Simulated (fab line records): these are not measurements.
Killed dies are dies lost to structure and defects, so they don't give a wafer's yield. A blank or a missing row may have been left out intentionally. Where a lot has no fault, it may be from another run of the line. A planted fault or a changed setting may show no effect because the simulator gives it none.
fab line records	flow nandHarc
[record] lots = 6	wafers = 18	lastDay = 32
route steps=1302 shown A_CHANNEL_HOLE_D1@455
lots untouched by any fault: they come from a run of this same line in which no faults occurred
startH: start of the lot's first displayed wafer, in hours after the record's first day	waitH: time in hours since the lot's previous step	" the same as in the row above	L1.1+2: several wafers, shown together as one row	- no value, or no start given	* or withheld: withheld	< > ~ a bound
route shown NAME@n: a module of which the file shows steps, and the number in the route of the first	usual: mean and standard deviation over wafers with no fault	same: alike in all rows	chamber/n: place in a boat	sites: the reading at each site	_std_site: how widely they spread, as a standard deviation	_edge_site: inner sites' mean taken away from outer sites' mean	radiusMm: for every site, how far away it sits from the centre of the wafer	mask NAME#n: copy n	behind: the last tool/chamber to shape the wafer	hold: what put the lot on hold/how long, in hours/how the hold closed	device: whichever transistor did not switch (one of n, p or np)	end of line: the tests these same wafers got at the end of their route	step lacking rows: just its recipe	killed: dies lost to structure and defects at the first sort, not the wafer's yield	map: per-die view of a wafer (x killed, . not killed, _ where there is no die)
set.NAME: the setting that was run; set.NAME@STEP: the one run at that earlier step	model.NAME: the simulator's own value behind a step, which no gauge read
certain route steps with their lots: each step a table, each wafer a row
services: the hour from which a tool's chamber was out of use, counted from the record's first day as startH (under 0 if before that day), plus the number of hours and why
[[steps]]
[step NHARC_A_CHANNEL_HOLE_D1_COAT_37]
[recipe] tempC = 225	timeS = 65
[step NHARC_A_CHANNEL_HOLE_D1_COAT_04]
[recipe] spinRpm = 1500	resistThkNm = 90
[step NHARC_A_CHANNEL_HOLE_D1_SOFTBAKE_05]
[recipe] tempC = 105	timeS = 55
[step NHARC_A_CHANNEL_HOLE_D1_EBR_06]
[step NHARC_A_CHANNEL_HOLE_D1_EXPOSE_07]
[recipe] na = 1.35	targetCdNm = 100	sigmaOuter = 0.3	doseMj = 59.65	maskId = HOLE_D1
[step NHARC_A_CHANNEL_HOLE_D1_PEB_08]
[recipe] pebTempC = 100	pebTimeS = 65
[step NHARC_A_CHANNEL_HOLE_D1_DEVELOP_09]
[recipe] developTimeS = 35	devTempC = 23
[step NHARC_A_CHANNEL_HOLE_D1_CD_MEAS_10]
[recipe] targetCdNm = 100	landingEnergyEv = 500
[usual] cdNm = 100.0/0.46
lot.wafer	tool	chamber	startH	waitH	cdNm
L656.3	cdSem-03	0	207.34	-	100.1
L656.4	"	0	"	"	100.0
L656.6	"	0	"	"	100.4
L663.1	cdSem-01	0	287.74	-	99.9
L663.2	"	0	"	"	100.4
L663.3	"	0	"	"	100.5
L664.3	cdSem-02	0	295.35	-	103.0
L664.4	"	0	"	"	102.8
L664.6	"	0	"	"	102.4
L665.3	cdSem-02	0	305.92	-	102.7
L665.4	"	0	"	"	102.8
L665.5	"	0	"	"	103.0
L672.1	cdSem-01	0	390.79	-	100.4
L672.3	"	0	"	"	100.6
L672.4	"	0	"	"	100.9
L673.3	cdSem-01	0	390.94	-	100.4
L673.4	"	0	"	"	100.1
L673.5	"	0	"	"	100.1
[step NHARC_A_CHANNEL_HOLE_D1_OVL_MEAS_11]
[usual] overlayXNm = -0.1/0.81	overlayYNm = -0.1/0.72
lot.wafer	tool	chamber	startH	waitH	overlayXNm	overlayYNm
L656.3	overlay-01	-	207.43	-	-0.1	1.0
L656.4	"	-	"	"	0.0	0.7
L656.6	"	-	"	"	0.2	0.6
L663.1	overlay-01	-	287.83	-	0.5	-2.2
L663.2	"	-	"	"	1.2	-1.9
L663.3	"	-	"	"	0.8	-1.8
L664.3	overlay-02	-	295.44	-	-1.4	-0.2
L664.4	"	-	"	"	-1.6	0.5
L664.6	"	-	"	"	-1.5	0.2
L665.3	overlay-01	-	306.00	-	-0.7	-1.1
L665.4	"	-	"	"	-0.1	-1.3
L665.5	"	-	"	"	-0.8	-0.8
L672.1	overlay-01	-	390.87	-	0.8	0.4
L672.3	"	-	"	"	0.5	-0.8
L672.4	"	-	"	"	0.7	-0.7
L673.3	overlay-02	-	391.03	-	-0.1	-0.3
L673.4	"	-	"	"	0.1	-0.2
L673.5	"	-	"	"	0.0	-0.4
[step NHARC_A_CHANNEL_HOLE_D1_INSPECT_12]
[usual] rawDefectCount = 4.7/2.5
lot.wafer	tool	chamber	startH	waitH	rawDefectCount
L656.3	defectInspect-01	-	207.46	0.0	2
L656.4	"	-	"	"	2
L656.6	"	-	"	"	3
L663.1	defectInspect-02	-	287.86	0.0	8
L663.2	"	-	"	"	4
L663.3	"	-	"	"	3
L664.3	defectInspect-01	-	295.47	0.0	8
L664.4	"	-	"	"	8
L664.6	"	-	"	"	9
L665.3	defectInspect-01	-	306.04	0.0	2
L665.4	"	-	"	"	5
L665.5	"	-	"	"	6
L672.1	defectInspect-01	-	390.91	0.0	4
L672.3	"	-	"	"	2
L672.4	"	-	"	"	8
L673.3	defectInspect-01	-	391.07	0.0	3
L673.4	"	-	"	"	6
L673.5	"	-	"	"	0
[step NHARC_A_CHANNEL_HOLE_D1_DESCUM_15]
[recipe] timeS = 3	o2FlowSccm = 200	arFlowSccm = 0	biasPowerW = 0	chemistry = O2
[step NHARC_A_CHANNEL_HOLE_D1_ETCH_38]
[recipe] targetDepthA = 390	overEtchFrac = 0.3	timeS = 65	ionEnergyEv = 80	cf4FlowSccm = 150	arFlowSccm = 0	rfW = 300	biasW = 100	chemistry = CF4
[usual] chamberPressureMTorr = 50.00/0.048	drypumpMotorCurrentA = 5.7/0.31	oesProductAu = 0.998/0.01	rfFwdPowerW = 297.8/1	rfVppV = 151.3/0.88	runLengthS = 86.1/0.52	showerheadPlenumPTorr = 1.78/0.032	throttleValvePct = 13.284/0.0089
lot.wafer	tool	chamber	startH	waitH	chamberPressureMTorr	drypumpMotorCurrentA	oesProductAu	rfFwdPowerW	rfHoursCounterH	rfVppV	runLengthS	showerheadPlenumPTorr	throttleValvePct
L656.3	rieDiel-11	1	207.67	0.1	50.10	5.8	0.993	298.2	41	151.6	86.8	1.75	13.279
L656.4	"	2	"	"	49.99	5.3	1.008	300.0	37	151.0	86.6	1.75	13.285
L656.6	"	3	"	"	49.96	5.1	0.997	297.7	-	150.6	85.8	1.78	13.289
L663.2	rieDiel-07	0	288.01	0.1	50.04	6.3	1.003	296.7	54	150.7	85.9	1.73	13.273
L663.1	"	1	"	"	49.92	6.1	0.982	298.8	58	150.1	86.3	1.75	13.286
L663.3	"	2	"	"	50.05	5.4	1.004	297.5	58	151.0	85.9	1.88	13.301
L664.3	rieDiel-03	3	295.62	0.1	49.99	6.0	0.995	299.7	0	151.6	86.2	1.79	13.286
L664.4	"	0	"	"	49.97	5.6	0.998	298.0	0	152.9	87.2	1.78	13.281
L664.6	"	3	"	"	50.06	6.0	0.995	298.4	-	152.2	85.8	1.79	13.293
L665.3	rieDiel-03	3	306.18	0.1	50.05	6.0	0.990	299.6	2	151.9	86.1	1.79	13.290
L665.4	"	0	"	"	50.06	5.6	1.005	300.1	2	151.6	86.8	1.77	13.278
L665.5	"	0	"	"	50.08	5.6	0.999	299.5	-	151.3	87.0	1.78	13.285
L672.1	rieDiel-03	0	391.08	0.1	50.05	5.6	0.989	298.2	8	151.1	86.7	1.77	13.287
L672.3	"	1	"	"	50.07	5.5	0.994	297.8	7	150.9	85.9	1.76	13.284
L672.4	"	0	"	"	50.00	5.6	0.995	296.9	-	151.5	86.9	1.77	13.291
L673.3	rieDiel-07	1	391.22	0.1	49.95	6.1	0.993	299.4	29	150.7	86.3	1.74	13.302
L673.4	"	2	"	"	49.94	5.4	1.032	299.4	29	153.0	85.7	1.87	13.273
L673.5	"	0	"	"	50.01	6.3	1.008	297.6	-	150.1	85.6	1.72	13.288
[step NHARC_A_CHANNEL_HOLE_D1_ETCH_39]
[recipe] targetDepthA = 2600	overEtchFrac = 0.3	timeS = 325	ionEnergyEv = 200	n2FlowSccm = 150	h2FlowSccm = 150	arFlowSccm = 0	rfW = 400	biasW = 150	chemistry = N2/H2
[usual] chamberPressureMTorr = 29.998/0.024	drypumpMotorCurrentA = 5.7/0.32	oesProductAu = 0.999/0.01	rfFwdPowerW = 399.0/1.2	rfVppV = 430.9/1.4	runLengthS = 346.1/0.52	showerheadPlenumPTorr = 2.05/0.043	throttleValvePct = 14.171/0.0095
lot.wafer	tool	chamber	startH	waitH	chamberPressureMTorr	drypumpMotorCurrentA	oesProductAu	rfFwdPowerW	rfHoursCounterH	rfVppV	runLengthS	showerheadPlenumPTorr	throttleValvePct
L656.3	rieDiel-11	2	207.77	-	29.992	5.3	1.001	400.2	37	429.3	346.6	2.01	14.180
L656.4	"	0	"	"	29.961	5.7	0.994	398.8	41	430.4	345.7	2.05	14.166
L656.6	"	1	"	"	30.003	5.8	0.988	399.3	-	429.8	347.0	2.02	14.164
L663.1	rieDiel-07	2	288.10	-	29.988	5.4	1.010	399.2	58	433.6	345.9	2.18	14.176
L663.2	"	3	"	"	30.013	5.0	1.026	398.4	53	429.7	347.0	2.02	14.158
L663.3	"	1	"	"	30.021	6.1	0.996	399.5	58	430.1	346.2	2.01	14.173
L664.4	rieDiel-03	0	295.73	-	30.017	5.6	0.988	-	0	430.8	267.6	2.05	14.173
L664.3	"	2	"	"	30.008	5.9	1.001	398.0	0	430.7	345.8	2.12	14.164
L664.6	"	3	"	"	30.010	6.0	0.986	400.0	-	430.8	345.8	2.07	14.169
L665.3	rieDiel-03	3	306.27	-	30.019	6.0	0.999	398.7	2	432.0	346.4	2.07	14.169
L665.4	"	0	"	"	29.981	5.6	0.997	-	2	430.3	267.5	2.05	14.183
L665.5	"	3	"	"	29.972	6.0	0.979	400.2	-	430.9	345.8	2.07	14.175
L672.3	rieDiel-03	0	391.21	-	30.011	5.6	1.005	398.2	8	430.3	346.8	2.05	14.160
L672.1	"	1	"	"	30.019	5.5	1.006	399.1	7	429.2	346.2	2.03	14.188
L672.4	"	3	"	"	30.004	6.0	0.979	397.0	-	430.0	346.0	2.07	14.174
L673.3	rieDiel-07	1	391.39	-	29.950	6.1	0.989	396.1	29	428.4	345.8	2.00	14.161
L673.4	"	2	"	"	29.966	5.4	1.023	398.2	29	434.1	345.7	2.17	14.171
L673.5	"	0	"	"	29.978	6.3	1.008	400.0	-	428.2	345.4	1.98	14.173
[step NHARC_A_CHANNEL_HOLE_D1_ETCH_34]
[recipe] targetDepthA = 1540	timeS = 77	cf4FlowSccm = 100	chf3FlowSccm = 30	arFlowSccm = 0	rfW = 500	biasW = 200	chemistry = CF4/CHF3
[step NHARC_A_CHANNEL_HOLE_D1_ETCH_16]
[recipe] targetDepthA = 31000	overEtchFrac = 0.3	timeS = 806	ionEnergyEv = 150	o2FlowSccm = 400	cosFlowSccm = 20	arFlowSccm = 0	rfW = 500	biasW = 300	chemistry = O2/COS
[step NHARC_A_CHANNEL_HOLE_D1_CD_MEAS_18]
[usual] cdNm = 99.2/2.1
lot.wafer	tool	chamber	startH	waitH	cdNm
L656.3	cdSem-03	-	208.69	-	101.3
L656.4	"	-	"	"	98.8
L656.6	"	-	"	"	98.5
L663.1	cdSem-02	-	289.02	-	99.7
L663.2	"	-	"	"	101.5
L663.3	"	-	"	"	101.9
L664.3	cdSem-02	-	296.65	-	103.6
L664.4	"	-	"	"	99.3
L664.6	"	-	"	"	98.9
L665.3	cdSem-02	-	307.21	-	101.2
L665.4	"	-	"	"	104.1
L665.5	"	-	"	"	101.5
L672.1	cdSem-01	-	392.29	-	98.6
L672.3	"	-	"	"	100.3
L672.4	"	-	"	"	97.6
L673.3	cdSem-02	-	392.33	-	99.7
L673.4	"	-	"	"	99.4
L673.5	"	-	"	"	101.5
[step NHARC_A_CHANNEL_HOLE_D1_ETCH_19]
[recipe] biasV = 1200	sourceW = 2500	pressureMtorr = 15	timeS = 34.5	arFlowSccm = 375	c4f8FlowSccm = 28.8	o2FlowSccm = 96.2	tempC = -20	targetDepthA = *	chemistry = C4F8/O2/Ar
[step NHARC_A_CHANNEL_HOLE_D1_ETCH_20]
[recipe] biasV = 3000	sourceW = withheld	pressureMtorr = 20	timeS = 361.9	arFlowSccm = 375	c4f8FlowSccm = 89.3	o2FlowSccm = 35.7	tempC = -20	targetDepthA = 16000	chemistry = C4F8/O2/Ar
[step NHARC_A_CHANNEL_HOLE_D1_ETCH_21]
[recipe] biasV = 3000	sourceW = withheld	pressureMtorr = 20	timeS = 514.3	arFlowSccm = 375	c4f8FlowSccm = 89.3	o2FlowSccm = 35.7	tempC = -20	targetDepthA = 16000	chemistry = C4F8/O2/Ar
[usual] chamberPressureMTorr = 20.002/0.018	drypumpMotorCurrentA = 5.9/0.47	o2FlowSccm = 35.69/0.11	runLengthS = 500/3.1	showerheadPlenumPTorr = 3.60/0.12	tempC = -19.97/0.11	throttleValvePct = 32.154/0.0099
lot.wafer	tool	chamber	startH	waitH	chamberPressureMTorr	drypumpMotorCurrentA	o2FlowSccm	rfHoursCounterH	runLengthS	showerheadPlenumPTorr	tempC	throttleValvePct
L656.4	harEtch-01	0	211.11	0.3	19.981	6.5	35.74	-	499	3.61	-19.79	32.170
L656.3	"	1	"	"	19.992	5.3	35.73	-	499	3.73	-19.88	32.160
L656.6	"	1	"	"	20.008	5.3	35.61	-	499	3.73	-19.92	32.148
L663.2	harEtch-02	1	291.73	0.3	20.033	5.6	35.65	368	499	3.53	-19.87	32.149
L663.1	"	0	"	"	19.995	6.2	35.85	353	499	3.48	-19.91	32.144
L663.3	"	1	"	"	20.011	5.6	35.51	-	499	3.53	-19.86	32.154
L664.4	harEtch-02	1	297.30	0.3	19.980	5.5	35.60	-	499	3.53	-19.86	32.160
L664.3	"	0	"	"	20.001	6.2	35.80	-	499	3.48	-19.94	32.156
L664.6	"	0	"	"	20.011	6.2	35.70	-	499	3.48	-19.91	32.152
L665.4	harEtch-02	0	307.85	0.3	20.021	6.3	35.67	-	499	3.48	-19.95	32.153
L665.3	"	1	"	"	20.020	5.5	35.85	-	499	3.52	-20.13	32.167
L665.5	"	0	"	"	20.018	6.2	35.70	-	499	3.48	-20.07	32.149
L672.1	harEtch-01	0	398.18	0.3	20.007	6.5	35.73	202	499	3.56	-20.07	32.161
L672.3	"	1	"	"	20.011	5.3	35.77	-	499	3.67	-19.96	32.157
L672.4	"	0	"	"	19.968	6.5	35.80	-	499	3.56	-19.88	32.159
L673.4	harEtch-02	0	399.71	0.3	19.984	6.2	35.61	-	499	3.93	-19.96	32.146
L673.3	"	1	"	"	20.002	5.6	35.70	-	499	3.93	-20.08	32.147
L673.5	"	1	"	"	19.993	5.6	35.64	-	499	3.93	-20.15	32.164
[step NHARC_A_CHANNEL_HOLE_D1_ETCH_22]
[recipe] biasV = 3000	sourceW = withheld	pressureMtorr = 20	timeS = 666.7	arFlowSccm = 375	c4f8FlowSccm = 89.3	o2FlowSccm = 35.7	tempC = -20	targetDepthA = 16000	chemistry = C4F8/O2/Ar
[step NHARC_A_CHANNEL_HOLE_D1_ETCH_23]
[recipe] biasV = 5000	sourceW = withheld	pressureMtorr = 20	timeS = 819	arFlowSccm = 375	c4f8FlowSccm = 89.3	o2FlowSccm = 35.7	tempC = -20	targetDepthA = 16000	chemistry = C4F8/O2/Ar
[step NHARC_A_CHANNEL_HOLE_D1_ETCH_24]
[recipe] biasV = 5000	sourceW = withheld	pressureMtorr = 20	timeS = 906.2	arFlowSccm = 375	c4f8FlowSccm = 93.8	o2FlowSccm = 31.2	tempC = -20	targetDepthA = 15000	chemistry = C4F8/O2/Ar
[step NHARC_A_CHANNEL_HOLE_D1_ETCH_25]
[recipe] biasV = 5000	sourceW = withheld	pressureMtorr = 20	timeS = 1040.2	arFlowSccm = 375	c4f8FlowSccm = 93.8	o2FlowSccm = 31.2	tempC = -20	targetDepthA = 15000	chemistry = C4F8/O2/Ar
[usual] chamberPressureMTorr = 19.998/0.018	drypumpMotorCurrentA = 5.9/0.47	o2FlowSccm = 31.17/0.1	runLengthS = 1026/3.3	showerheadPlenumPTorr = 3.60/0.12	tempC = -20.00/0.1	throttleValvePct = 32.236/0.0091
lot.wafer	tool	chamber	startH	waitH	chamberPressureMTorr	drypumpMotorCurrentA	o2FlowSccm	rfHoursCounterH	runLengthS	showerheadPlenumPTorr	tempC	throttleValvePct
L656.4	harEtch-01	0	213.74	0.7	19.993	6.5	31.19	-	1025	3.61	-19.89	32.235
L656.3	"	1	"	"	19.992	5.3	31.17	-	1025	3.72	-20.19	32.235
L656.6	"	1	"	"	19.989	5.3	31.22	-	1025	3.72	-19.95	32.237
L663.2	harEtch-02	1	294.22	0.7	20.005	5.6	30.97	371	1025	3.52	-20.04	32.228
L663.1	"	0	"	"	19.995	6.2	31.10	355	1025	3.48	-19.90	32.234
L663.3	"	1	"	"	19.961	5.6	31.26	-	1025	3.52	-20.04	32.242
L664.4	harEtch-02	1	299.90	0.7	20.024	5.6	31.27	-	1025	3.52	-19.89	32.224
L664.3	"	0	"	"	19.998	6.3	31.15	-	1025	3.47	-20.05	32.236
L664.6	"	0	"	"	19.984	6.2	31.09	-	1025	3.47	-20.09	32.228
L665.4	harEtch-02	0	310.48	0.7	19.968	6.2	30.92	-	1025	3.47	-20.04	32.223
L665.3	"	1	"	"	19.970	5.6	31.36	-	1025	3.52	-19.91	32.237
L665.5	"	0	"	"	19.995	6.2	31.17	-	1025	3.47	-19.98	32.255
L672.1	harEtch-01	0	400.75	0.7	20.011	6.5	31.15	205	1025	3.55	-20.08	32.250
L672.3	"	1	"	"	20.008	5.3	31.11	-	1025	3.67	-19.90	32.236
L672.4	"	0	"	"	20.002	6.5	31.06	-	1025	3.55	-20.03	32.240
L673.4	harEtch-02	0	402.32	0.7	19.988	6.3	31.22	-	1025	3.92	-19.94	32.237
L673.3	"	1	"	"	19.983	5.6	31.03	-	1025	3.92	-20.02	32.237
L673.5	"	1	"	"	20.017	5.5	31.13	-	1025	3.92	-19.91	32.229
[step NHARC_A_CHANNEL_HOLE_D1_ETCH_26]
[recipe] biasV = 300	sourceW = 2000	pressureMtorr = 30	timeS = 224.1	arFlowSccm = 375	c4f8FlowSccm = 11.4	o2FlowSccm = 113.6	tempC = -20	targetDepthA = 3000	chemistry = C4F8/O2/Ar
[step NHARC_A_CHANNEL_HOLE_D1_ETCH_33]
[recipe] biasV = 400	sourceW = 2000	pressureMtorr = 25	timeS = 90	arFlowSccm = 375	c4f8FlowSccm = 41.7	o2FlowSccm = 83.3	tempC = -20	targetDepthA = 4000	chemistry = C4F8/O2/Ar
[usual] chamberPressureMTorr = 25.001/0.028	drypumpMotorCurrentA = 5.9/0.48	o2FlowSccm = 83.32/0.25	rfFwdPowerW = 1988/7.8	runLengthS = 121.2/0.38	showerheadPlenumPTorr = 3.64/0.13	tempC = -20.02/0.1	throttleValvePct = 27.620/0.0092
lot.wafer	tool	chamber	startH	waitH	chamberPressureMTorr	drypumpMotorCurrentA	o2FlowSccm	rfFwdPowerW	rfHoursCounterH	runLengthS	showerheadPlenumPTorr	tempC	throttleValvePct
L656.4	harEtch-01	0	214.59	0.2	24.935	6.5	83.59	1999	-	120.7	3.65	-19.93	27.626
L656.3	"	1	"	"	24.994	5.3	83.34	1984	-	121.4	3.77	-20.12	27.618
L656.6	"	1	"	"	25.015	5.3	83.41	1983	-	121.8	3.77	-20.03	27.633
L663.2	harEtch-02	1	295.30	0.2	25.060	5.6	83.43	1966	372	121.5	3.56	-20.02	27.620
L663.1	"	0	"	"	25.023	6.3	83.47	1994	356	121.0	3.51	-20.06	27.618
L663.3	"	1	"	"	25.008	5.6	83.19	1983	-	121.6	3.56	-20.01	27.605
L664.4	harEtch-02	1	300.75	0.2	25.009	5.6	83.09	1979	-	121.0	3.56	-19.70	27.615
L664.3	"	0	"	"	24.987	6.2	83.62	1986	-	120.9	3.51	-20.16	27.616
L664.6	"	0	"	"	25.030	6.2	83.44	1999	-	121.0	3.51	-20.14	27.608
L665.4	harEtch-02	0	311.32	0.2	24.996	6.3	83.18	1986	-	121.4	3.51	-20.00	27.616
L665.3	"	1	"	"	25.028	5.6	83.24	1984	-	121.2	3.55	-19.86	27.621
L665.5	"	0	"	"	24.984	6.2	83.10	1977	-	120.9	3.51	-20.04	27.620
L672.1	harEtch-01	0	401.71	0.2	25.018	6.5	83.53	1989	206	121.1	3.59	-20.08	27.627
L672.3	"	1	"	"	24.982	5.3	83.42	1983	-	121.8	3.71	-20.12	27.618
L672.4	"	0	"	"	24.979	6.5	83.62	1985	-	120.8	3.59	-19.93	27.615
L673.4	harEtch-02	0	403.17	0.2	24.974	6.3	83.58	1994	-	120.6	3.98	-20.05	27.619
L673.3	"	1	"	"	25.037	5.6	83.20	1984	-	121.1	3.98	-19.85	27.635
L673.5	"	1	"	"	25.007	5.6	83.26	1984	-	121.0	3.98	-20.07	27.623
[step NHARC_A_CHANNEL_HOLE_D1_STRIP_41]
[recipe] n2FlowSccm = 150	h2FlowSccm = 150	arFlowSccm = 0	biasW = 0	chemistry = N2/H2
[step NHARC_A_CHANNEL_HOLE_D1_STRIP_42]
[recipe] cf4FlowSccm = 100	chf3FlowSccm = 30	arFlowSccm = 0	biasW = 0	chemistry = CF4/CHF3
[step NHARC_A_CHANNEL_HOLE_D1_STRIP_43]
[recipe] o2FlowSccm = 400	cosFlowSccm = 20	arFlowSccm = 0	biasW = 0	chemistry = O2/COS
[step NHARC_A_CHANNEL_HOLE_D1_ETCH_44]
[recipe] targetDepthA = 1400	overetchA = 140	timeS = 77	ionEnergyEv = 100	cf4FlowSccm = 80	o2FlowSccm = 20	arFlowSccm = 0	rfW = 300	biasW = 100	chemistry = CF4/O2
[usual] chamberPressureMTorr = 30.000/0.029	drypumpMotorCurrentA = 5.7/0.34	o2FlowSccm = 20.01/0.055	oes_ar_750_au = 1.000/0.0047	oes_f_703_au = 1.000/0.0045	oesProductAu = 0.998/0.01	rfFwdPowerW = 298.0/1	rfVppV = 198.1/1.1	runLengthS = 98.1/0.51	showerheadPlenumPTorr = 1.35/0.031	throttleValvePct = 13.398/0.0091
lot.wafer	tool	chamber	startH	waitH	chamberPressureMTorr	drypumpMotorCurrentA	o2FlowSccm	oes_ar_750_au	oes_f_703_au	oesProductAu	rfFwdPowerW	rfHoursCounterH	rfVppV	runLengthS	showerheadPlenumPTorr	throttleValvePct	model.A_CHANNEL_HOLE_D1.cdNm
L656.3	rieDiel-03	2	215.27	0.1	30.001	5.9	19.89	1.005	1.001	1.012	299.3	10	200.5	97.6	1.38	13.398	89.27
L656.4	"	0	"	"	30.007	5.6	19.97	0.997	0.998	1.008	298.7	9	197.9	98.8	1.34	13.390	90.93
L656.6	"	3	"	"	29.959	6.0	19.98	0.995	1.005	0.990	298.1	-	198.7	98.3	1.36	13.409	91.04
L663.2	rieDiel-07	2	296.05	0.1	29.968	5.5	19.99	1.005	1.003	1.003	297.9	60	201.0	98.3	1.42	13.409	92.01
L663.1	"	3	"	"	30.003	5.0	19.96	0.991	1.002	1.011	298.0	55	197.1	98.6	1.32	13.388	89.09
L663.3	"	0	"	"	29.974	6.3	20.00	1.007	1.001	0.997	297.2	55	198.0	98.0	1.30	13.403	90.01
L664.4	rieDiel-03	2	301.49	0.1	29.963	5.9	20.08	1.009	1.004	1.002	299.4	1	198.6	97.7	1.38	13.406	92.39
L664.3	"	0	"	"	29.976	5.6	20.02	0.998	0.998	0.986	299.7	2	198.4	99.0	1.34	13.388	95.38
L664.6	"	3	"	"	29.971	6.0	19.96	0.994	1.008	0.983	299.1	-	197.0	98.2	1.36	13.408	92.81
L665.3	rieDiel-03	0	312.01	0.1	29.988	5.6	20.05	0.986	0.998	0.999	298.1	3	197.5	98.7	1.34	13.403	94.65
L665.4	"	1	"	"	30.012	5.5	19.97	1.002	1.004	1.003	297.7	2	198.0	97.7	1.33	13.409	94.2
L665.5	"	2	"	"	29.969	5.9	20.05	1.000	1.005	1.003	299.7	-	199.4	98.2	1.38	13.396	93.57
L672.1	rieDiel-03	2	402.46	0.1	29.999	5.9	19.99	1.008	1.005	0.986	298.0	7	199.1	97.8	1.38	13.409	90.08
L672.3	"	1	"	"	29.970	5.5	19.98	0.996	1.004	0.987	297.7	9	196.6	97.9	1.33	13.392	91.76
L672.4	"	3	"	"	30.024	6.0	20.00	1.003	1.002	0.982	295.9	-	197.5	98.0	1.35	13.410	91.95
L673.4	rieDiel-11	1	403.86	0.1	29.999	5.8	20.01	1.005	0.990	1.011	297.7	46	196.9	98.9	1.31	13.404	89.82
L673.3	"	2	"	"	29.928	5.3	20.05	1.007	1.001	1.004	298.1	49	198.2	98.7	1.30	13.402	89.88
L673.5	"	2	"	"	30.018	5.3	20.02	1.007	1.002	1.001	298.4	-	196.9	99.3	1.30	13.388	90.34
[step NHARC_A_CHANNEL_HOLE_D1_STRIP_27]
[recipe] o2FlowSccm = 500	arFlowSccm = 0	biasW = 0	chemistry = O2
[usual] chamberPressureMTorr = 59.99/0.055	drypumpMotorCurrentA = 5.7/0.34	o2FlowSccm = 499.9/1.5	oesProductAu = 0.999/0.0095	rfVppV = 57.8/0.81	showerheadPlenumPTorr = 3.55/0.079	throttleValvePct = 17.035/0.0091
lot.wafer	tool	chamber	startH	waitH	chamberPressureMTorr	drypumpMotorCurrentA	o2FlowSccm	oesProductAu	rfHoursCounterH	rfVppV	showerheadPlenumPTorr	throttleValvePct
L656.3	rieDiel-03	3	-	-	60.00	6.0	498.0	0.988	10	58.0	3.58	17.037
L656.4	"	0	"	"	60.08	5.7	498.7	1.001	9	57.2	3.55	17.037
L656.6	"	0	"	"	59.94	5.6	497.8	1.000	-	58.8	3.55	17.049
L663.1	rieDiel-07	0	-	-	60.06	6.3	499.1	1.005	55	58.1	3.45	17.039
L663.3	"	1	"	"	60.08	6.1	501.1	0.983	61	57.1	3.48	17.036
L663.2	"	3	"	"	59.95	5.0	500.6	0.999	55	58.5	3.50	17.039
L664.4	rieDiel-03	3	-	-	59.97	6.0	500.8	0.986	2	58.2	3.58	17.027
L664.3	"	0	"	"	59.88	5.6	497.7	0.993	2	58.5	3.54	17.047
L664.6	"	2	"	"	60.06	5.9	500.2	1.003	-	57.9	3.65	17.023
L665.4	rieDiel-03	1	-	-	59.95	5.5	499.3	0.996	2	59.8	3.51	17.032
L665.3	"	2	"	"	60.06	5.9	499.0	1.001	2	57.9	3.65	17.037
L665.5	"	3	"	"	60.01	6.0	502.7	0.986	-	58.2	3.58	17.040
L672.1	rieDiel-03	1	-	-	59.96	5.5	502.2	1.003	9	56.3	3.51	17.028
L672.3	"	2	"	"	59.98	5.9	500.9	1.007	7	58.5	3.64	17.046
L672.4	"	2	"	"	59.99	5.9	500.3	1.002	-	58.2	3.64	17.043
L673.3	rieDiel-11	0	-	-	60.09	5.8	504.1	0.987	43	57.3	3.52	17.029
L673.4	"	2	"	"	59.97	5.4	497.2	1.008	49	57.3	3.45	17.044
L673.5	"	1	"	"	60.04	5.9	499.1	1.005	-	57.1	3.46	17.035
[[services]]
tool	chamber	startH	hours	kind
rieDiel-03	0	186.80	-	clean
rieDiel-03	1	186.80	-	clean
rieDiel-03	2	186.80	-	clean
rieDiel-03	3	186.80	-	clean
rieDiel-03	0	211.30	-	clean
rieDiel-03	1	211.30	-	clean
rieDiel-03	2	211.30	-	clean
rieDiel-03	3	211.30	-	clean
rieDiel-11	3	219.02	2.5	repair
rieDiel-03	0	235.81	-	clean
rieDiel-03	1	235.81	-	clean
rieDiel-03	2	235.81	-	clean
rieDiel-11	0	245.17	6.2	repair
rieDiel-11	-	255.55	9.0	pm
rieDiel-07	0	274.93	4.5	repair
rieDiel-11	-	276.35	1.8	repair
rieDiel-03	-	281.30	9.0	pm
rieDiel-07	-	297.08	9.0	pm
harEtch-01	-	300.16	0.5	repair
rieDiel-07	3	308.00	21.3	repair
rieDiel-11	0	334.16	9.1	repair
rieDiel-11	-	369.59	0.5	repair
harEtch-02	-	377.98	17.0	pm
rieDiel-03	2	389.13	8.5	repair
[[key]]
[firstSign] step = NHARC_A_CHANNEL_HOLE_D1_ETCH_39	reading = runLengthS	direction = down	sigmas = 99+	usual = *	struck = *
effect none on later readings
[modelEffect] step = NHARC_A_CHANNEL_HOLE_D1_ETCH_44	value = A_CHANNEL_HOLE_D1.cdNm	without = 90.94	struck = 93.3
metAt NHARC_A_CHANNEL_HOLE_D1_ETCH_39
struckWafers L664.4,L665.4
sortLeftOut L664.4,L665.4
testerLeftOut L664,L665
[loopTrim] step = NHARC_A_CHANNEL_HOLE_D1_EXPOSE_07	setting = dose	lots = L664,L665
[fault] kind = processParameterDrift	tool = rieDiel-03	chamber = 0	onsetH = 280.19	steps = NHARC_A_CHANNEL_HOLE_D1_ETCH_39	channel = timeS	offset = *	shape = step	endH = 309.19	actsIn = *	stated = *
// testerLeftOut: of these lots the tester's yield and bins aren't shown, on N5 and GAA mostly nor the transistor test; their killed dies are dies lost to structure and defects alone, not to doping, threshold or leakage, so they don't give the yield
// sortLeftOut: the simulated sort isn't trusted on such a fault, so these wafers' sort isn't shown, and their yield isn't known
// loopTrim: a control loop set the setting to another value than it would have without faults
